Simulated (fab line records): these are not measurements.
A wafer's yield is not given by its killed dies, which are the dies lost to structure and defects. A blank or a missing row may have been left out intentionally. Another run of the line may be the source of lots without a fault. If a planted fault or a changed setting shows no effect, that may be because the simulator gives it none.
A lot that was struck, set against a sound lot / flow n5Finfet / 15 steps out of a route of 1938
Sound: the wafers L223.2, L223.3, L223.6. Struck: wafers L241.2, L241.4, L241.5. The cause is given at the end.
Each step with rows lists, per side, the tool, then ch with its chambers, then its first start. Under that, the readings that differ: sound wafers / struck wafers / difference of the means / sigmas: that difference in standard deviations of wafers without a fault.
alike: readings with means less than 2 such deviations apart, plus words and numbers identical on both sides. not compared: withheld readings, readings lacking a value on some wafer, bounds such as >300 that could conceal the same value, and numbers that have no deviation in the record and whose values overlap.
The two part at a step that has a row with sigmas, a row that says differs or no value, or rows on one side only. When numbers do not overlap yet have no deviation, they are printed without sigmas and do not part them. A reading missing from all wafers of one side parts the sides only when that side holds two or more wafers.

first, 6 steps without rows for these wafers: N5_BEOL_M13_EBR_06; N5_BEOL_M13_SOFTBAKE_05 (time 60 s); N5_BEOL_M13_EXPOSE_07 (exposes mask V12); N5_BEOL_M13_PEB_08 (peb time 90 s); N5_BEOL_M13_DEVELOP_09 (develop time 45 s); N5_BEOL_M13_HARDBAKE_14 (time 120 s).
N5_BEOL_M13_CD_MEAS_10: target cd 190 nm.
  sound on cdSem-02 ch 0, day 10 21:35; struck on cdSem-01 ch 0, day 15 18:23
  alike: cdNm
N5_BEOL_M13_OVL_MEAS_11:
  sound on overlay-02 ch 0, day 10 21:37; struck on overlay-02 ch 0, day 15 18:24
  alike: V12_OVL
N5_BEOL_M13_INSPECT_12: inspects for defects (macro).
  sound: defectInspect-02 at day 10 21:39; struck: defectInspect-02 at day 15 18:26
  alike: rawDefectCount
N5_BEOL_M13_DESCUM_15: chemistry O2, time 7.9 s.
  sound on rieDiel-01 ch 0,2, day 10 21:41; struck on rieDiel-04 ch 0,2,3, day 15 18:28
  alike: drypumpMotorCurrentA, oesProductAu, rfFwdPowerW, rfVppV, showerheadPlenumPTorr, throttleValvePct
  not compared: rfHoursCounterH
N5_BEOL_M13_ETCH_59: etches BARC in N2/H2, target depth 89 nm, overetch 26.7 nm, time 67.9 s.
  sound on rieDiel-01 ch 0,2, day 10 21:43; struck on rieDiel-04 ch 0,2,3, day 15 18:30
  alike: drypumpMotorCurrentA, oesProductAu, rfFwdPowerW, rfVppV, showerheadPlenumPTorr, throttleValvePct
  not compared: rfHoursCounterH
N5_BEOL_M13_VIA_ETCH_16: etches SiOC in C4F8/O2/Ar, target depth 921.7 nm.
  sound on rieDiel-01 ch 0,2, day 10 21:46; struck on rieDiel-04 ch 0,2,3, day 15 18:33
  alike: drypumpMotorCurrentA, oesProductAu, rfFwdPowerW, rfVppV, showerheadPlenumPTorr, throttleValvePct
N5_BEOL_M13_STRIP_63: strips in N2/H2.
  sound on plasmaAsher-02 ch 0,1, day 10 22:01; struck on plasmaAsher-02 ch 0,1, day 15 18:47
  no value came back on the struck wafers for any of 5 readings (chamberPressureMTorr (mTorr), drypumpMotorCurrentA (A) and others); on the sound wafers chamberPressureMTorr (mTorr) reads 999.2 1001.9 1000.9
reading=model.coat_of_BEOL_M13_COAT_04.thkNm (nm); sound=0 0 0; struck=64.6 65.8 62.8; difference=+64.4; sigmas=
  not compared: rfHoursCounterH
N5_BEOL_M13_STRIP_64: strips in N2/H2.
  sound on plasmaAsher-02 ch 0,1, day 10 22:04; struck on plasmaAsher-02 ch 0,1, day 15 18:50
reading=oesProductAu (a.u.); sound=0.715 0.719 0.713; struck=0.694 0.702 0.697; difference=-0.018; sigmas=-4
reading=stripTimeToEndpointS (s); sound=31.33 31.25 31.35; struck=50.62 50.91 50.12; difference=+19.24; sigmas=+99 or more
  alike: drypumpMotorCurrentA, h2FlowSccm, heaterPowerW
  not compared: rfHoursCounterH
then, 1 step without rows for these wafers: N5_BEOL_M13_STRIP_71 (strips in post etch residue remover, time 60 s).

## WHERE THEY PART
Earliest at N5_BEOL_M13_STRIP_63; latest, in this record, at N5_BEOL_M13_STRIP_64.

WHY: what had been put in by the simulator
Beginning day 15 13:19, the whole step at N5_BEOL_M13_STRIP_63 was skipped on plasmaAsher-02. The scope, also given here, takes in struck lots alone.
